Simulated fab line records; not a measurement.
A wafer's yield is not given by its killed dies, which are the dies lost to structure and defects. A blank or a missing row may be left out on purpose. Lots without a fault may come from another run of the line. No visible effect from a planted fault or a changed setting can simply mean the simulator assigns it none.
fab line records -- flow nand-harc
record: lots: 12, wafers: 36, last-day: 34
route steps=1302 shown A_CHANNEL_HOLE_D1@471 A_CHANNEL_FILL_D1@493 END@1302
lots with no fault: from the same line, run without faults
start-h: start of the lot's first displayed wafer, in hours after the record's first day -- wait-h: time in hours since the lot's previous step -- " as in the row above -- L1.1+2: a row that stands for several wafers -- - value missing, or start not given -- * or withheld: withheld -- < > ~ a bound
route shown NAME@n: names a module that has steps shown in the file, with the first one's number in the route -- usual: mean/standard deviation of fault-free wafers -- same: alike in all rows -- chamber/n: place in a boat -- sites: per-site readings -- _std_site: standard deviation across them -- _edge_site: mean of outer sites minus mean of inner sites -- radius-mm: for every site, how far away it sits from the centre of the wafer -- mask NAME#n: copy n -- behind: the tool/chamber that last shaped the wafer -- hold: why the lot went on hold/how many hours it stayed there/how the hold came to an end -- device: names the non-switching transistor (n, p or np) -- end of line: the tests these same wafers got at the end of their route -- for a step that has no rows: nothing shown but its recipe -- killed: dies that structure and defects cost at the first sort, which is not the same as the wafer's yield -- map: a wafer's dies, x killed, . not, _ none there
set.NAME: the setting that was run; set.NAME@STEP: the one run at that earlier step -- model.NAME: the simulator's own value behind a step, which no gauge read
a sample of lots followed through the steps of the route, with each step as a table and each wafer as a row
services: when a tool's chamber went out of use (start-h, in hours from the record's first day, below 0 if earlier), for how many hours, and the reason
== steps ==
step: NHARC_A_CHANNEL_HOLE_D1_ETCH_19
recipe: bias-v: 1200, source-w: 2500, pressure-mtorr: 15, time-s: 34.5, ar-flow-sccm: 375, c4f8-flow-sccm: 28.8, o2-flow-sccm: 96.2, temp-c: -20, target-depth-a: *, chemistry: C4F8/O2/Ar
usual: chamber-pressure-mTorr: 14.998/0.014, drypump-motor-current-A: 5.6/0.48, mfc-ar-sccm: 374.9/1.2, showerhead-plenum-p-Torr: 3.58/0.13, throttle-valve-pct: 37.037/0.0079
lot.wafer,tool,chamber,start-h,wait-h,chamber-pressure-mTorr,drypump-motor-current-A,mfc-ar-sccm,rf-hours-counter-h,showerhead-plenum-p-Torr,throttle-valve-pct
L313.2,har-etch-02,0,237.28,0.1,14.994,5.8,374.6,326,3.54,37.048
L313.5,har-etch-02,1,237.28,0.1,15.008,5.5,373.6,-,3.55,37.034
L313.6,har-etch-02,0,237.28,0.1,14.992,5.7,374.6,-,3.54,37.033
L315.1,har-etch-02,0,264.56,0.1,15.009,5.7,374.9,341,3.53,37.040
L315.2,har-etch-02,1,264.56,0.1,14.991,5.6,375.0,341,3.55,37.029
L315.4,har-etch-02,1,264.56,0.1,14.997,5.6,376.5,-,3.54,37.043
L316.1,har-etch-01,1,266.67,0.1,14.998,4.9,375.1,132,3.52,37.050
L316.5,har-etch-01,0,266.67,0.1,14.974,6.3,375.8,-,3.60,37.037
L316.6,har-etch-01,1,266.67,0.1,15.010,4.9,374.6,-,3.52,37.025
L317.1,har-etch-02,1,271.38,0.1,15.016,5.5,373.5,345,3.54,37.033
L317.4,har-etch-02,0,271.38,0.1,15.016,5.7,375.9,-,3.53,37.037
L317.3,har-etch-02,1,271.38,0.1,15.026,5.5,375.4,-,3.54,37.034
L318.1,har-etch-01,0,271.83,0.1,14.983,6.3,374.8,136,3.59,37.033
L318.3,har-etch-01,1,271.83,0.1,14.985,4.9,373.9,-,3.52,37.021
L318.5,har-etch-01,1,271.83,0.1,15.001,5.0,374.3,-,3.52,37.044
L325.2,har-etch-01,0,348.98,0.9,15.004,6.4,375.1,185,3.57,37.030
L325.1,har-etch-01,1,348.98,0.9,15.010,5.0,375.8,185,3.49,37.043
L325.3,har-etch-01,0,348.98,0.9,14.999,6.3,375.0,-,3.57,37.044
L326.3,har-etch-02,0,357.36,0.1,14.997,5.7,374.6,-,3.50,37.039
L326.4,har-etch-02,1,357.36,0.1,14.991,5.5,375.1,-,3.52,37.035
L326.6,har-etch-02,0,357.36,0.1,15.001,5.7,374.2,-,3.50,37.041
L327.2,har-etch-01,0,365.33,0.1,14.998,6.4,375.9,193,3.56,37.036
L327.4,har-etch-01,1,365.33,0.1,14.987,5.0,376.9,-,3.49,37.025
L327.5,har-etch-01,0,365.33,0.1,14.995,6.3,374.8,-,3.56,37.032
L328.1,har-etch-01,1,375.25,0.1,14.993,5.0,375.6,197,3.49,37.036
L328.4,har-etch-01,0,375.25,0.1,14.997,6.4,376.2,-,3.56,37.042
L328.3,har-etch-01,1,375.25,0.1,15.007,5.0,376.4,-,3.49,37.042
L329.3,har-etch-01,1,401.98,7.7,15.018,4.9,374.9,-,3.47,37.028
L329.4,har-etch-01,0,401.98,7.7,15.018,6.3,374.6,-,3.55,37.031
L329.6,har-etch-01,1,401.98,7.7,15.009,4.9,375.7,-,3.48,37.035
L330.1,har-etch-02,1,405.82,7.2,14.988,5.6,374.9,11,3.98,37.018
L330.3,har-etch-02,1,405.82,7.2,15.020,5.6,373.9,-,3.98,37.044
L330.6,har-etch-02,1,405.82,7.2,15.002,5.5,374.0,-,3.98,37.031
L331.2,har-etch-02,0,409.97,2.7,14.994,5.7,374.4,15,3.98,37.022
L331.1,har-etch-02,1,409.97,2.7,15.015,5.6,374.3,15,3.98,37.047
L331.5,har-etch-02,0,409.97,2.7,14.985,5.7,372.9,-,3.98,37.033
step: NHARC_A_CHANNEL_FILL_D1_ALD_03
recipe: target-thk-a: 60, pulse-time-s: 60, ald-cycles: 58, temp-c: 630, pressure-torr: 2, material: SiNx
usual: ald-cycles: 58/0, precursor-pulse-height-rel: 1.000/0.021
lot.wafer,tool,chamber,start-h,wait-h,ald-cycles,precursor-pulse-height-rel
L313.2,ald-sin-batch-02,0,-,-,58,0.964
L313.5,ald-sin-batch-02,0,-,-,58,1.003
L313.6,ald-sin-batch-02,0,-,-,58,1.003
L315.1,ald-sin-batch-01,0,-,-,58,0.988
L315.2,ald-sin-batch-01,0,-,-,58,0.974
L315.4,ald-sin-batch-01,0,-,-,58,1.029
L316.1,ald-sin-batch-01,0,-,-,58,1.003
L316.5,ald-sin-batch-01,0,-,-,58,1.006
L316.6,ald-sin-batch-01,0,-,-,58,0.954
L317.1,ald-sin-batch-01,0,-,-,58,1.011
L317.3,ald-sin-batch-01,0,-,-,58,0.959
L317.4,ald-sin-batch-01,0,-,-,58,1.004
L318.1,ald-sin-batch-01,0,-,-,58,1.014
L318.3,ald-sin-batch-01,0,-,-,58,0.959
L318.5,ald-sin-batch-01,0,-,-,58,1.005
L325.1,ald-sin-batch-01,0,-,-,58,1.007
L325.2,ald-sin-batch-01,0,-,-,58,0.969
L325.3,ald-sin-batch-01,0,-,-,58,0.971
L326.3,ald-sin-batch-03,0,-,-,58,0.995
L326.4,ald-sin-batch-03,0,-,-,58,0.993
L326.6,ald-sin-batch-03,0,-,-,58,1.010
L327.2,ald-sin-batch-03,0,-,-,58,1.014
L327.4,ald-sin-batch-03,0,-,-,58,1.006
L327.5,ald-sin-batch-03,0,-,-,58,1.034
L328.1,ald-sin-batch-01,0,-,-,58,1.008
L328.3,ald-sin-batch-01,0,-,-,58,1.017
L328.4,ald-sin-batch-01,0,-,-,58,1.062
L329.3,ald-sin-batch-03,0,-,-,58,0.993
L329.4,ald-sin-batch-03,0,-,-,58,0.979
L329.6,ald-sin-batch-03,0,-,-,58,1.017
L330.1,ald-sin-batch-01,0,-,-,58,1.007
L330.3,ald-sin-batch-01,0,-,-,58,0.964
L330.6,ald-sin-batch-01,0,-,-,58,0.999
L331.1,ald-sin-batch-01,0,-,-,58,0.986
L331.2,ald-sin-batch-01,0,-,-,58,0.993
L331.5,ald-sin-batch-01,0,-,-,58,1.006
step: NHARC_A_CHANNEL_FILL_D1_ALD_16
recipe: target-thk-a: 15, pulse-time-s: 10, ald-cycles: 15, temp-c: 300, material: SiO2
usual: ald-cycles: 15/0, heater-power-w: 455/39, precursor-pulse-height-rel: 1.001/0.02
lot.wafer,tool,chamber,start-h,wait-h,ald-cycles,heater-power-w,precursor-pulse-height-rel
L313.2,ald-hk-02,2,256.67,1.4,15,446,1.016
L313.6,ald-hk-02,3,256.67,1.4,15,455,0.987
L313.5,ald-hk-02,0,256.67,1.4,15,496,0.986
L315.1,ald-hk-02,0,282.84,0.0,24,495,1.000
L315.4,ald-hk-02,1,282.84,0.0,24,553,1.012
L315.2,ald-hk-02,2,282.84,0.0,15,467,1.002
L316.1,ald-hk-02,2,283.00,0.2,24,460,0.989
L316.6,ald-hk-02,2,283.00,0.2,15,467,1.008
L316.5,ald-hk-02,3,283.00,0.2,15,442,1.015
L317.4,ald-hk-02,1,289.43,0.0,24,530,1.031
L317.3,ald-hk-02,2,289.43,0.0,15,480,1.024
L317.1,ald-hk-02,0,289.43,0.0,24,488,1.024
L318.3,ald-hk-01,0,289.44,0.0,15,447,1.009
L318.1,ald-hk-01,2,289.44,0.0,15,435,0.994
L318.5,ald-hk-01,1,289.44,0.0,15,428,0.996
L325.1,ald-hk-02,2,367.59,0.0,15,464,1.013
L325.3,ald-hk-02,3,367.59,0.0,15,431,1.030
L325.2,ald-hk-02,1,367.59,0.0,15,493,0.986
L326.3,ald-hk-02,1,375.36,0.0,15,500,1.016
L326.4,ald-hk-02,0,375.36,0.0,15,515,1.005
L326.6,ald-hk-02,1,375.36,0.0,15,503,1.019
L327.4,ald-hk-01,2,383.63,0.1,15,416,0.981
L327.2,ald-hk-01,3,383.63,0.1,15,407,1.015
L327.5,ald-hk-01,0,383.63,0.1,15,451,1.006
L328.1,ald-hk-01,3,393.37,0.1,15,413,0.992
L328.3,ald-hk-01,0,393.37,0.1,15,436,1.012
L328.4,ald-hk-01,1,393.37,0.1,15,436,1.008
L329.3,ald-hk-03,2,420.65,0.1,15,499,1.024
L329.4,ald-hk-03,0,420.65,0.1,15,383,0.975
L329.6,ald-hk-03,1,420.65,0.1,15,463,0.979
L330.3,ald-hk-03,2,423.84,0.0,15,494,0.960
L330.1,ald-hk-03,3,423.84,0.0,15,497,1.022
L330.6,ald-hk-03,2,423.84,0.0,15,511,0.981
L331.1,ald-hk-01,2,428.47,0.0,15,438,1.004
L331.2,ald-hk-01,3,428.47,0.0,15,409,0.982
L331.5,ald-hk-01,3,428.47,0.0,15,410,0.971
step: NHARC_A_CHANNEL_FILL_D1_ALD_25
recipe: target-thk-a: 600, pulse-time-s: 10, ald-cycles: 600, temp-c: 300, material: SiOx
usual: ald-cycles: 600/0, heater-power-w: 451/38, precursor-pulse-height-rel: 1.001/0.018
lot.wafer,tool,chamber,start-h,wait-h,ald-cycles,heater-power-w,precursor-pulse-height-rel
L313.2,ald-hk-01,1,280.61,0.1,600,422,0.988
L313.6,ald-hk-01,1,283.09,2.5,600,437,1.017
L313.5,ald-hk-01,2,283.09,2.5,600,426,1.019
L316.1,ald-hk-03,2,308.50,0.1,600,482,0.995
L316.5,ald-hk-03,2,310.94,2.5,600,487,1.033
L316.6,ald-hk-03,3,310.94,2.5,600,461,0.994
L315.1,ald-hk-01,1,308.50,0.1,600,437,0.988
L315.2,ald-hk-01,3,309.74,1.3,600,414,1.024
L315.4,ald-hk-01,0,309.74,1.3,600,437,0.998
L317.1,ald-hk-02,1,313.90,0.1,600,535,1.012
L317.4,ald-hk-02,2,313.90,0.1,600,463,1.014
L317.3,ald-hk-02,3,313.90,0.1,600,436,1.014
L318.1,ald-hk-03,1,314.51,0.7,600,467,0.999
L318.3,ald-hk-03,2,314.51,0.7,600,471,1.000
L318.5,ald-hk-03,0,316.35,2.5,600,380,1.029
L325.2,ald-hk-02,0,393.29,0.1,600,513,1.019
L325.3,ald-hk-02,1,393.29,0.1,600,495,1.023
L325.1,ald-hk-02,3,395.14,1.9,600,430,0.992
L326.3,ald-hk-01,2,399.60,0.1,600,423,0.986
L326.4,ald-hk-01,3,399.60,0.1,600,418,1.037
L326.6,ald-hk-01,3,402.71,3.2,600,405,1.007
L327.4,ald-hk-02,2,412.23,0.0,600,460,0.999
L327.2,ald-hk-02,1,414.07,1.9,600,502,0.993
L327.5,ald-hk-02,2,414.07,1.9,600,456,1.003
L328.3,ald-hk-02,1,420.26,0.7,600,494,0.999
L328.1,ald-hk-02,2,420.26,0.7,600,467,1.031
L328.4,ald-hk-02,3,420.26,0.7,600,439,0.972
L329.3,ald-hk-01,1,444.56,0.1,600,430,0.999
L329.4,ald-hk-01,3,445.77,1.3,600,418,1.006
L329.6,ald-hk-01,1,446.98,2.5,600,444,0.997
L330.1,ald-hk-03,3,449.22,0.1,600,501,1.022
L330.3,ald-hk-03,2,451.06,1.9,600,497,0.977
L330.6,ald-hk-03,3,451.06,1.9,600,493,1.001
L331.1,ald-hk-03,2,454.06,0.1,600,496,1.001
L331.2,ald-hk-03,3,454.06,0.1,600,499,0.976
L331.5,ald-hk-03,2,456.54,2.5,600,494,0.979
step: NHARC_END_SORT_01
recipe: temp-c: 25
usual: killed-at-array: 41/10, killed-at-other: 0.8/0.91, killed-at-periphery: 4.2/2.9, killed-dies: 46/10, killed-open: 3.5/2.1, killed-short: 2.5/1.6
same: gross-dies: 677
lot.wafer,tool,chamber,start-h,wait-h,killed-at-array,killed-at-other,killed-at-periphery,killed-dies,killed-open,killed-short
L316.1,prober-01,0,648.90,2.5,36,1,2,39,4,4
L316.5,prober-01,0,652.09,3.7,35,2,4,41,3,4
L316.6,prober-01,0,652.89,4.0,42,2,1,45,4,2
L315.1,prober-01,0,656.72,2.5,44,1,2,47,6,0
L315.2,prober-01,0,657.52,2.8,46,0,2,48,4,5
L315.4,prober-01,0,659.11,3.4,40,0,3,43,8,0
L327.2,prober-01,0,740.38,2.8,49,0,0,49,4,0
L327.4,prober-01,0,741.98,3.4,42,2,1,45,5,3
L327.5,prober-01,0,742.78,3.7,55,1,3,59,3,3
L330.1,prober-02,0,803.08,2.5,41,0,7,48,2,4
L330.3,prober-02,0,804.68,3.1,49,1,4,54,2,4
L330.6,prober-02,0,807.08,4.0,56,2,6,64,3,6
killed by level:class
L316.1 A_SLIT:chamber-film-flake=14 A_CHANNEL_HOLE_D1:chamber-film-flake=5 A_CHANNEL_HOLE_D2:chamber-film-flake=3 A_CONTACT:chamber-film-flake=3 P_M0:geometric-particle:short=2 A_M0:geometric-particle:open=2 A_ZERO_WELL:chamber-film-flake=2 A_DECK1_JOINT:chamber-film-flake=2
L316.5 A_SLIT:chamber-film-flake=13 A_CHANNEL_HOLE_D2:chamber-film-flake=9 A_WL_FILL:chamber-film-flake=2 A_CONTACT:chamber-film-flake=2 P_GATE:geometric-particle:open=1 A_SOURCE_PLATE:geometric-particle:short=1 A_ONON_D1:geometric-particle:short=1 A_DECK1_JOINT:geometric-particle:short=1
L316.6 A_SLIT:chamber-film-flake=14 A_CHANNEL_HOLE_D2:chamber-film-flake=5 A_CHANNEL_HOLE_D1:chamber-film-flake=4 A_CONTACT:chamber-film-flake=4 A_BLC:chamber-film-flake=3 A_CONTACT:geometric-particle:open=2 A_CHANNEL_FILL_D1:chamber-film-flake=2 A_STAIRCASE:chamber-film-flake=2
L315.1 A_CHANNEL_HOLE_D1:chamber-film-flake=20 A_CHANNEL_HOLE_D2:chamber-film-flake=9 A_STAIRCASE:chamber-film-flake=8 A_DECK1_JOINT:geometric-particle:open=2 A_CHANNEL_FILL_D2:geometric-particle:open=2 P_ZERO_WELL:chamber-film-flake=2 A_ONON_D1:geometric-particle:open=1 A_CHANNEL_HOLE_D1:geometric-particle:open=1
L315.2 A_CHANNEL_HOLE_D1:chamber-film-flake=17 A_CHANNEL_HOLE_D2:chamber-film-flake=7 A_STAIRCASE:chamber-film-flake=7 A_CONTACT:chamber-film-flake=4 A_SLIT:chamber-film-flake=2 P_GATE:geometric-particle:short=1 A_CHANNEL_FILL_D1:geometric-particle:open=1 A_CHANNEL_FILL_D1:geometric-particle:short=1
L315.4 A_CHANNEL_HOLE_D1:chamber-film-flake=14 A_CHANNEL_HOLE_D2:chamber-film-flake=7 A_STAIRCASE:chamber-film-flake=7 A_M0:geometric-particle:open=2 A_SLIT:chamber-film-flake=2 A_CONTACT:chamber-film-flake=2 P_CONTACT:geometric-particle:open=1 A_ONON_D1:geometric-particle:open=1
L327.2 A_CHANNEL_HOLE_D2:chamber-film-flake=15 A_SLIT:chamber-film-flake=12 A_CONTACT:chamber-film-flake=6 A_STAIRCASE:chamber-film-flake=4 A_CHANNEL_HOLE_D1:chamber-film-flake=3 A_CHANNEL_FILL_D2:chamber-film-flake=2 A_M1:chamber-film-flake=2 A_WL_FILL:geometric-particle:open=1
L327.4 A_SLIT:chamber-film-flake=13 A_CHANNEL_HOLE_D2:chamber-film-flake=6 A_CHANNEL_HOLE_D1:chamber-film-flake=5 A_STAIRCASE:chamber-film-flake=5 A_ONON_D1:geometric-particle:short=2 A_WL_FILL:chamber-film-flake=2 A_CONTACT:chamber-film-flake=2 THIN_TSV:chamber-film-flake=2
L327.5 A_CHANNEL_HOLE_D2:chamber-film-flake=18 A_SLIT:chamber-film-flake=14 A_CHANNEL_HOLE_D1:chamber-film-flake=5 A_M1:chamber-film-flake=5 A_STAIRCASE:chamber-film-flake=4 A_CHANNEL_FILL_D2:chamber-film-flake=3 A_WL_FILL:chamber-film-flake=2 P_STI:geometric-particle:short=1
L330.1 A_SLIT:chamber-film-flake=12 A_CONTACT:chamber-film-flake=9 A_CHANNEL_HOLE_D2:chamber-film-flake=8 A_SGD_CUT:chamber-film-flake=4 P_STI:chamber-film-flake=2 P_CONTACT:chamber-film-flake=2 P_BONDPAD:chamber-film-flake=2 A_STAIRCASE:chamber-film-flake=2
L330.3 A_CONTACT:chamber-film-flake=15 A_SLIT:chamber-film-flake=12 A_CHANNEL_HOLE_D2:chamber-film-flake=9 P_BONDPAD:chamber-film-flake=3 A_SGD_CUT:chamber-film-flake=3 A_CHANNEL_FILL_D2:geometric-particle:short=2 A_CHANNEL_FILL_D1:geometric-particle:open=1 A_CHANNEL_FILL_D1:geometric-particle:short=1
L330.6 A_CONTACT:chamber-film-flake=18 A_CHANNEL_HOLE_D2:chamber-film-flake=16 A_SLIT:chamber-film-flake=12 THIN_TSV:chamber-film-flake=2 P_CONTACT:geometric-particle:short=2 A_DECK1_JOINT:geometric-particle:short=2 A_CHANNEL_FILL_D2:chamber-film-flake=1 P_M0:geometric-particle:open=1
== services ==
tool,chamber,start-h,hours,kind
ald-hk-03,-,215.12,10.0,pm
ald-hk-03,-,230.57,0.2,repair
ald-sin-batch-01,-,258.63,5.4,repair
ald-sin-batch-02,-,266.04,26.0,pm
ald-hk-01,-,297.21,10.0,pm
ald-hk-01,0,297.21,10.0,vent-cycle
ald-hk-01,1,297.21,10.0,vent-cycle
ald-hk-01,2,297.21,10.0,vent-cycle
ald-hk-01,3,297.21,10.0,vent-cycle
ald-hk-01,0,307.21,-,clean
ald-hk-01,1,307.21,-,clean
ald-hk-01,2,307.21,-,clean
ald-hk-01,3,307.21,-,clean
ald-hk-02,-,348.06,10.0,pm
ald-hk-02,0,348.06,10.0,vent-cycle
ald-hk-02,1,348.06,10.0,vent-cycle
ald-hk-02,2,348.06,10.0,vent-cycle
ald-hk-02,3,348.06,10.0,vent-cycle
ald-hk-02,0,358.06,-,clean
ald-hk-02,1,358.06,-,clean
ald-hk-02,2,358.06,-,clean
ald-hk-02,3,358.06,-,clean
har-etch-02,-,377.47,17.0,pm
ald-hk-03,-,393.12,10.0,pm
== key ==
first-sign: step: NHARC_A_CHANNEL_FILL_D1_ALD_16, reading: ald-cycles, direction: up, sigmas: 99+, usual: 15, struck: 24
effect none on later readings
met-at NHARC_A_CHANNEL_FILL_D1_ALD_16
struck-lots L315,L316,L317
struck-wafers L315.1,L315.4,L316.1,L317.1,L317.4
tester-left-out L315,L316,L317
not-acting-at NHARC_A_CHANNEL_HOLE_D1_ETCH_19,NHARC_A_CHANNEL_FILL_D1_ALD_03,NHARC_A_CHANNEL_FILL_D1_ALD_25
fault: kind: process-parameter-drift, tool: ald-hk-02, chamber: -, onset-h: 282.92, steps: NHARC_A_CHANNEL_FILL_D1_ALD_16, channel: ald-cycles, offset: 9, shape: step, end-h: 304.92, scope: struck-wafers-only, acts-in: these-recipes-only, stated: 15
tester-left-out: of these lots the tester's yield and bins aren't shown, on N5 and GAA mostly nor the transistor test; their killed dies are dies lost to structure and defects alone, not to doping, threshold or leakage, so they don't give the yield
